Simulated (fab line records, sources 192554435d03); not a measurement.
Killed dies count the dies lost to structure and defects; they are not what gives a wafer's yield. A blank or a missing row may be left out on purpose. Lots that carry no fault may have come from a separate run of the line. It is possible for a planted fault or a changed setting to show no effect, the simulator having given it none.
fab line records || flow n5_finfet
[record] {"lots": 3, "wafers": 9, "last_day": 15}
route steps=1938 shown BEOL_M9@1458 BEOL_M10@1470 PASSIVATION@1936
lots with no fault: from the same line, run without faults
start_h: hours from the record's opening day to when the first of the lot's shown wafers began || wait_h: hours since the lot's step before || " the same as in the row above || L1.1+2: a single row standing in for several wafers || - no value present, or no start provided || * or withheld: withheld || < > ~ a bound
route shown NAME@n: names a module that has steps shown in the file, with the first one's number in the route || usual: mean and standard deviation over wafers with no fault || same: alike in all rows || chamber/n: place in a boat || sites: the reading at each site || _std_site: standard deviation across them || _edge_site: the outer-site mean with the inner-site mean subtracted || radius_mm: for every site, how far away it sits from the centre of the wafer || mask NAME#n: copy n || behind: tool/chamber where the wafer was last shaped || hold: cause of the lot's hold/its duration in hours/its outcome || device: which transistor (n, p or np) failed to switch || end of line: the same wafers' tests at the end of the route || step lacking rows: just its recipe || killed: not the wafer's yield, but the dies lost to structure and defects at the first sort || map: a wafer's dies, marking killed ones x, the rest . and places with no die _
set.NAME: the setting as run; set.NAME@STEP: as run at that earlier step || model.NAME: the simulator's own value behind a step, which no gauge read
lots at some steps of the route; a table a step, a row a wafer
[[steps]]
[step N5_BEOL_M9_ALD_74]
[recipe] {"material": "TaN", "target_thk_a": 20, "temp_c": 275, "ald_precursor_family": "PDMAT", "ald_co_reactant": "NH3", "pressure_torr": 3, "carrier_flow_sccm": 1500, "pulse_time_s": 2, "purge_time_s": 3, "co_reactant_purge_time_s": 2, "co_reactant_pulse_time_s": 3, "ald_cycles": 40, "precursor_vessel_temp_c": 75, "precursor_vessel_pressure_torr": 26.25, "precursor_vessel_carrier_sccm": 1000}
[step N5_BEOL_M9_SURFACE_TREAT_79]
[recipe] {"gas": "Ar", "time_s": "*", "ion_energy_ev": "*", "ion_current_ma_cm2": 0.5, "pressure_mtorr": "*", "ar_flow_sccm": 30}
[step N5_BEOL_M9_CVD_78]
[recipe] {"material": "Co", "target_thk_a": 20, "temp_c": "withheld", "precursor": "CCTBA/H2", "pressure_torr": 30, "time_s": 138.9}
[step N5_BEOL_M9_SPUTTER_48]
[recipe] {"material": "Cu", "target_thk_a": 120, "temp_c": -20, "bias_v": 60, "power_w": 26000, "chamber_pressure_pa": 0.13, "time_s": 2}
[step N5_BEOL_M9_ECD_50]
[recipe] {"material": "Cu", "target_thk_a": 3180}
[step N5_BEOL_M9_ANNEAL_51]
[recipe] {"temp_c": 225, "time_s": 90, "ambient": "N2"}
[step N5_BEOL_M9_CMP_52]
[recipe] {"stop_on": "SiCOH_lowk", "t_overpolish_s": 7, "down_force_psi": 1, "platen_rpm": 50, "clearing_platen_down_force_psi": 1.5, "clearing_platen_rpm": 50, "post_cmp_clean": "cu_alkaline", "target_thk_nm": 140, "clearing_platen_pad_velocity_m_s": 0.99484, "pad_velocity_m_s": 0.99484}
[step N5_BEOL_M9_PRE_CLEAN_55]
[recipe] {"gas": "NH3", "time_s": 15, "temp_c": "withheld", "rf_power_w": 300}
[step N5_BEOL_M9_DEP_56]
[recipe] {"material": "SiCN", "target_thk_a": 150, "temp_c": "withheld", "precursor": "3MS/NH3", "pressure_torr": 3, "rf_w": 202, "time_s": 26.5}
[step N5_BEOL_M10_ILD_DEP_00]
[recipe] {"material": "SiCOH_lowk", "target_thk_a": 3085.1, "temp_c": 300, "precursor": "DEMS/porogen", "pressure_torr": 5, "rf_w": 500, "time_s": 58}
[usual] {"chamber_pressure_Torr": "5.000/0.0099", "heater_power_w": "318/74", "showerhead_plenum_p_Torr": "5.742/0.018", "throttle_valve_pct": "13.6/0.57"}
{"lot.wafer": "L903.2", "tool": "pecvd-04", "chamber": 0, "start_h": 271.72, "wait_h": 0.0, "chamber_pressure_Torr": 5.009, "heater_power_w": 268, "showerhead_plenum_p_Torr": 5.739, "throttle_valve_pct": 13.9}
{"lot.wafer": "L903.4", "tool": "pecvd-04", "chamber": 0, "start_h": 271.72, "wait_h": 0.0, "chamber_pressure_Torr": 5.027, "heater_power_w": 274, "showerhead_plenum_p_Torr": 5.737, "throttle_valve_pct": 13.9}
{"lot.wafer": "L903.6", "tool": "pecvd-04", "chamber": 2, "start_h": 271.72, "wait_h": 0.0, "chamber_pressure_Torr": 4.985, "heater_power_w": 227, "showerhead_plenum_p_Torr": 5.738, "throttle_valve_pct": 13.5}
{"lot.wafer": "L906.3", "tool": "pecvd-04", "chamber": 1, "start_h": 283.34, "wait_h": 0.0, "chamber_pressure_Torr": 4.996, "heater_power_w": 319, "showerhead_plenum_p_Torr": 5.756, "throttle_valve_pct": 14.3}
{"lot.wafer": "L906.4", "tool": "pecvd-04", "chamber": 0, "start_h": 283.34, "wait_h": 0.0, "chamber_pressure_Torr": 4.991, "heater_power_w": 337, "showerhead_plenum_p_Torr": 5.727, "throttle_valve_pct": 13.9}
{"lot.wafer": "L906.5", "tool": "pecvd-04", "chamber": 1, "start_h": 283.34, "wait_h": 0.0, "chamber_pressure_Torr": 5.004, "heater_power_w": 247, "showerhead_plenum_p_Torr": 5.731, "throttle_valve_pct": 13.8}
{"lot.wafer": "L907.1", "tool": "pecvd-04", "chamber": 2, "start_h": 295.72, "wait_h": 0.0, "chamber_pressure_Torr": 4.989, "heater_power_w": 218, "showerhead_plenum_p_Torr": 5.734, "throttle_valve_pct": 13.5}
{"lot.wafer": "L907.2", "tool": "pecvd-04", "chamber": 0, "start_h": 295.72, "wait_h": 0.0, "chamber_pressure_Torr": 4.995, "heater_power_w": 289, "showerhead_plenum_p_Torr": 5.729, "throttle_valve_pct": 14.1}
{"lot.wafer": "L907.6", "tool": "pecvd-04", "chamber": 2, "start_h": 295.72, "wait_h": 0.0, "chamber_pressure_Torr": 5.002, "heater_power_w": 228, "showerhead_plenum_p_Torr": 5.729, "throttle_valve_pct": 13.5}
[step N5_BEOL_M10_CURE_71]
[recipe] {"temp_c": 385, "time_s": 240, "ambient": "He/Ar", "material": "SiCOH_lowk"}
[step N5_BEOL_M10_PECVD_70]
[recipe] {"material": "SiO2", "target_thk_a": 200, "temp_c": 400, "precursor": "TEOS/O2", "pressure_torr": 5.5, "rf_w": 450, "teos_flow_sccm": 53.8, "gas": "O2", "flow_sccm": 3000, "time_s": 22.7}
[step N5_BEOL_M10_HM_DEP_02]
[recipe] {"material": "TiN", "target_thk_a": 200, "temp_c": 25, "chamber_pressure_pa": 0.49996}
[step N5_BEOL_M10_COAT_59]
[recipe] {"resist": "SOC", "temp_c": 250, "time_s": 60, "spin_rpm": 1500, "resist_thk_nm": 100}
[step N5_BEOL_M10_COAT_60]
[recipe] {"resist": "SiARC", "temp_c": 220, "time_s": 60, "spin_rpm": 1500, "resist_thk_nm": 30}
[step N5_BEOL_M10_COAT_05]
[recipe] {"resist": "CAR-ArF", "spin_rpm": 1500, "resist_thk_nm": 90}
[step N5_BEOL_M10_EBR_07]
[recipe] {"solvent": "PGMEA", "ebr_width_mm": 1.5}
[step N5_BEOL_M10_SOFTBAKE_06]
[recipe] {"temp_c": 110, "time_s": 60, "resist": "CAR-ArF"}
[step N5_BEOL_M10_EXPOSE_08]
[recipe] {"mask_id": "M10", "na": 1.35, "source_shape": "dipole", "sigma_inner": 0.411, "sigma_outer": 0.611, "polarization": "te", "dose_mj": 53.75}
[step N5_BEOL_M10_PEB_09]
[recipe] {"peb_temp_c": "withheld", "peb_time_s": 60, "resist": "CAR-ArF"}
[step N5_BEOL_M10_DEVELOP_10]
[recipe] {"develop_time_s": 30, "developer": "TMAH", "resist": "CAR-ArF", "rinse_liquid": "diw", "dry": "air_spin", "dev_temp_c": 23}
[step N5_BEOL_M10_DESCUM_16]
[recipe] {"chemistry": "O2", "time_s": 7.9, "source_power_w": 50, "bias_power_w": 20, "pressure_mtorr": 20, "rf_frequency_hz": 2.712e+07, "temp_c": 40, "resist": "CAR-ArF", "o2_flow_sccm": 225}
[step N5_BEOL_M10_ETCH_61]
[recipe] {"chemistry": "CF4", "target": "SiARC", "target_depth_a": 390, "mask_material": "CAR-ArF", "time_s": 65, "ion_energy_ev": 80, "pressure_mtorr": 40, "source_w": 545, "bias_w": 36, "Ar_flow_sccm": 100, "cf4_flow_sccm": 100, "ends": "cleared"}
[step N5_BEOL_M10_ETCH_62]
[recipe] {"chemistry": "N2/H2", "target": "SOC", "target_depth_a": 1100, "overetch_a": 220, "mask_material": "SiARC", "temp_c": 40, "time_s": 165, "ion_energy_ev": 200, "pressure_mtorr": 30, "source_w": 840, "bias_w": 150, "n2_flow_sccm": 200, "h2_flow_sccm": 200}
[step N5_BEOL_M10_STRIP_68]
[recipe] {"chemistry": "N2/H2", "temp_c": 40, "n2_flow_sccm": 200, "h2_flow_sccm": 200, "rf_frequency_hz": 6e+07}
[step N5_BEOL_M10_STRIP_67]
[recipe] {"chemistry": "CF4", "resist": "SiARC", "power_w": 300, "bias_power_w": 75, "pressure_mtorr": 50, "cf4_flow_sccm": 150, "rf_frequency_hz": 6e+07}
[step N5_BEOL_M10_HM_OPEN_17]
[recipe] {"chemistry": "Cl2/BCl3", "target_depth_a": 200, "overetch_a": 60, "target": "TiN", "mask_material": "SOC", "ion_energy_ev": 150, "pressure_mtorr": 10, "icp_w": 1000, "bias_w": 126, "Cl2_flow_sccm": 53.25, "bcl3_flow_sccm": 21.75, "Ar_flow_sccm": 25}
[step N5_BEOL_M10_STRIP_19]
[recipe] {"chemistry": "O2", "power_w": 400, "temp_c": 40, "pressure_mtorr": 30, "rf_frequency_hz": 6e+07, "bias_power_w": 0, "overash_fraction": 0.2, "o2_flow_sccm": 225}
[step N5_BEOL_M10_COAT_63]
[recipe] {"resist": "SOC", "temp_c": 250, "time_s": 60, "spin_rpm": 1500, "resist_thk_nm": 100}
[step N5_BEOL_M10_COAT_64]
[recipe] {"resist": "SiARC", "temp_c": 220, "time_s": 60, "spin_rpm": 1500, "resist_thk_nm": 30}
[step N5_BEOL_M10_COAT_22]
[recipe] {"resist": "CAR-ArF", "spin_rpm": 1500, "resist_thk_nm": 90}
[step N5_BEOL_M10_EBR_24]
[recipe] {"solvent": "PGMEA", "ebr_width_mm": 1.5}
[step N5_BEOL_M10_SOFTBAKE_23]
[recipe] {"temp_c": 110, "time_s": 60, "resist": "CAR-ArF"}
[step N5_BEOL_M10_EXPOSE_25]
[recipe] {"mask_id": "V9", "na": 1.35, "source_shape": "annular", "sigma_inner": 0.5, "sigma_outer": 0.8, "polarization": "unpolarized", "dose_mj": 85.5}
[step N5_PASSIVATION_PROBE_49]
[usual] {"defect_limited_yield": "91.0/1.5", "killed_at_M0_to_M3": "33/9.4", "killed_at_M4_up": "14/4.8", "killed_at_contacts": "13/7.3", "killed_at_front_end": "43/13", "killed_at_other": "3.6/2.9", "killed_dies": "106/18", "killed_on_rim": "14/4.2", "killed_open": "69/13", "killed_short": "35/8.2", "sort_bin_5_function": "5.3/1", "sort_bin_6_memory": "3.3/0.68", "sort_bin_8_speed": "0.01/0.027", "sort_n_pass": "1074/18"}
[same] {"gross_dies": 1180, "killed_at_back_side": 0, "sort_bin_4_leakage[%]": 0}
{"lot.wafer": "L903.2", "tool": "prober-01", "chamber": "-", "start_h": 325.61, "wait_h": 0.1, "defect_limited_yield[%]": 90.7, "killed_at_M0_to_M3": 26, "killed_at_M4_up": 15, "killed_at_contacts": 6, "killed_at_front_end": 61, "killed_at_other": 2, "killed_dies": 110, "killed_on_rim": 19, "killed_open": 66, "killed_short": 43, "sort_bin_5_function[%]": 6.0, "sort_bin_6_memory[%]": 3.1, "sort_bin_8_speed[%]": 0, "sort_n_pass": 1070}
{"lot.wafer": "L903.4", "tool": "prober-01", "chamber": "-", "start_h": 325.71, "wait_h": 0.2, "defect_limited_yield[%]": 88.1, "killed_at_M0_to_M3": 29, "killed_at_M4_up": 15, "killed_at_contacts": 7, "killed_at_front_end": 86, "killed_at_other": 4, "killed_dies": 141, "killed_on_rim": 21, "killed_open": 91, "killed_short": 50, "sort_bin_5_function[%]": 7.0, "sort_bin_6_memory[%]": 4.2, "sort_bin_8_speed[%]": 0, "sort_n_pass": 1039}
{"lot.wafer": "L903.6", "tool": "prober-01", "chamber": "-", "start_h": 325.81, "wait_h": 0.3, "defect_limited_yield[%]": 91.7, "killed_at_M0_to_M3": 14, "killed_at_M4_up": 13, "killed_at_contacts": 6, "killed_at_front_end": 63, "killed_at_other": 2, "killed_dies": 98, "killed_on_rim": 11, "killed_open": 64, "killed_short": 32, "sort_bin_5_function[%]": 5.7, "sort_bin_6_memory[%]": 2.3, "sort_bin_8_speed[%]": 0, "sort_n_pass": 1082}
{"lot.wafer": "L907.1", "tool": "prober-01", "chamber": "-", "start_h": 356.14, "wait_h": 0.0, "defect_limited_yield[%]": 83.2, "killed_at_M0_to_M3": 33, "killed_at_M4_up": 99, "killed_at_contacts": 9, "killed_at_front_end": 55, "killed_at_other": 2, "killed_dies": 198, "killed_on_rim": 35, "killed_open": 83, "killed_short": 42, "sort_bin_5_function[%]": 10.3, "sort_bin_6_memory[%]": 4.8, "sort_bin_8_speed[%]": 0, "sort_n_pass": 982}
{"lot.wafer": "L907.2", "tool": "prober-01", "chamber": "-", "start_h": 356.19, "wait_h": 0.1, "defect_limited_yield[%]": 83.0, "killed_at_M0_to_M3": 36, "killed_at_M4_up": 108, "killed_at_contacts": 11, "killed_at_front_end": 46, "killed_at_other": 0, "killed_dies": 201, "killed_on_rim": 21, "killed_open": 74, "killed_short": 36, "sort_bin_5_function[%]": 10.3, "sort_bin_6_memory[%]": 5.5, "sort_bin_8_speed[%]": 0, "sort_n_pass": 979}
{"lot.wafer": "L907.6", "tool": "prober-01", "chamber": "-", "start_h": 356.39, "wait_h": 0.3, "defect_limited_yield[%]": 83.6, "killed_at_M0_to_M3": 33, "killed_at_M4_up": 85, "killed_at_contacts": 12, "killed_at_front_end": 63, "killed_at_other": 0, "killed_dies": 193, "killed_on_rim": 29, "killed_open": 89, "killed_short": 31, "sort_bin_5_function[%]": 10.1, "sort_bin_6_memory[%]": 4.8, "sort_bin_8_speed[%]": 0, "sort_n_pass": 987}
// killed by level:class
L903.2 FIN_SAQP:geometric_particle:short=16 FIN_SAQP:geometric_particle:open=12 STI_FIN_REVEAL:geometric_particle:open=12 BEOL_M4:geometric_particle:open=8 BEOL_M0_SAQP:geometric_particle:open=7 GATE_CUT:geometric_particle:short=6 BEOL_M3:geometric_particle:open=5 BEOL_M2:geometric_particle:open=5
L903.4 FIN_SAQP:geometric_particle:short=20 FIN_SAQP:geometric_particle:open=19 STI_FIN_REVEAL:geometric_particle:open=16 DUMMY_GATE:geometric_particle:open=11 BEOL_M0_SAQP:geometric_particle:short=8 BEOL_M4:geometric_particle:open=8 BEOL_M2:geometric_particle:open=6 GATE_CUT:geometric_particle:short=5
L903.6 STI_FIN_REVEAL:geometric_particle:open=18 FIN_SAQP:geometric_particle:open=15 FIN_SAQP:geometric_particle:short=7 BEOL_M2:geometric_particle:open=7 BEOL_M4:geometric_particle:open=6 ILD0:geometric_particle:short=5 MOL_CONTACT_COAG:geometric_particle:open=5 STI_FIN_REVEAL:geometric_particle:short=3
L907.1 BEOL_M10:unspecified=70 STI_FIN_REVEAL:geometric_particle:open=18 BEOL_M4:geometric_particle:open=13 BEOL_M3:geometric_particle:open=10 FIN_SAQP:geometric_particle:short=9 MOL_CONTACT_COAG:geometric_particle:open=6 FIN_SAQP:geometric_particle:open=5 BEOL_M4:geometric_particle:short=5
L907.2 BEOL_M10:unspecified=90 FIN_SAQP:geometric_particle:open=14 BEOL_M2:geometric_particle:open=13 GATE_CUT:geometric_particle:short=11 MOL_CONTACT_COAG:geometric_particle:open=11 BEOL_M4:geometric_particle:open=10 BEOL_M3:geometric_particle:open=5 BEOL_M4:geometric_particle:short=5
L907.6 BEOL_M10:unspecified=71 FIN_SAQP:geometric_particle:open=12 DUMMY_GATE:geometric_particle:open=11 BEOL_M3:geometric_particle:open=11 MOL_CONTACT_COAG:geometric_particle:open=10 FIN_SAQP:geometric_particle:short=9 STI_FIN_REVEAL:geometric_particle:open=8 BEOL_M1:geometric_particle:open=6
// map L907.2 (x killed, . not)
_________________......xxx...________________
______________...xx...........x._____________
___________...x.x.........x........__________
__________...x.x................xx.._________
________...............x.............._______
_______...x...............x.xx.x.......______
______...........x.x...................._____
_____.x.x........x.....x....x............____
____...................x....x.........x...___
___..x...........x.........x..............x__
___............................x.xx........__
__x.....x....x...x.x..........x............._
__..............................xx.........._
_.............x.........x.x.................x
_............................x....x........x.
_.x.....x........x..x........................
_.................x........x............xx...
_.................x................x.........
_.............x...x..x..xxx.........x.x......
_..............................xx.x.xxx......
_......x......x...x.......xx...x..xxxxx.xxx..
__.x........x.................xxxxxxxxxx...._
__.....x.................xxx....xxxxxxxxxx.._
___..x.xxx.....x.......xx....xxxxxxxxxxxxxx__
___...x.....x...x..x.......x...xxxxxxxxxxx.__
____............x..............xxxxxxxxxx.___
_____.........x.............x...xxxxxxxxx____
______.........................xx.x.xxxx_____
_______.....x..............x.....x.xx.x______
________..x.x...x......x.........xxx.._______
__________........x...............x._________
___________.......x.x.....x........__________
______________.....x..x........._____________
_________________............________________
// map L906.3 (x killed, . not)
_________________x...........________________
______________.x................_____________
___________....x.........xx...x....__________
__________.....x.x............x....._________
________...................xx......x.._______
_______.......x.............x..........______
______.............x...xx.x..x..xx.x...._____
_____.......x...x.............x..x.......____
____................x.....x...............___
___.........x............xx..........x.....__
___...........................x......x.....__
__.........................................x_
__..............................x..........._
_......x............x........................
_................x...........................
_x.x......x...............x..................
_........xx.x..............x.................
_...x..x....x............x...x..xx...x.......
_...x.................x...x...............xxx
_.x.x..x....................x....x........x..
_x.x........x..x.x.x.........xx....x....x....
__............x............x......x.x......._
__...............x............x...x......x.._
___...x..........................x.x.......__
___..................x....x................__
____....x.x.......x........x..............___
_____.......................x........x..x____
______.....x..x.x.......x...x........x.._____
_______.x.....x..xx....................______
________...x.................x...x...._______
__________.......x...........x......_________
___________...x....xx.....xx.....x.__________
______________..........x..x.x.._____________
_________________............________________
[[key]]
[first_sign] {"step": "N5_PASSIVATION_PROBE_49", "reading": "killed_at_M4_up", "direction": "up", "sigmas": 17, "usual": 14, "struck": 97}
[effect] {"step": "N5_PASSIVATION_PROBE_49", "reading": "killed_dies", "direction": "up", "sigmas": 5, "usual": 106, "struck": 197}
[more_kills_born_at] {"N5_BEOL_M10_ILD_DEP_00@pecvd-04": 231}
met_at N5_BEOL_M10_ILD_DEP_00
struck_wafers L907.1,L907.2,L907.6
onset_between 283.34 295.72
also_fits time
[fault] {"kind": "chamber_particle_source", "tool": "pecvd-04", "chamber": "-", "onset_h": 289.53, "steps": "N5_BEOL_M10_ILD_DEP_00", "rate_per_visit_cm2": 0.39391, "end_h": 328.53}
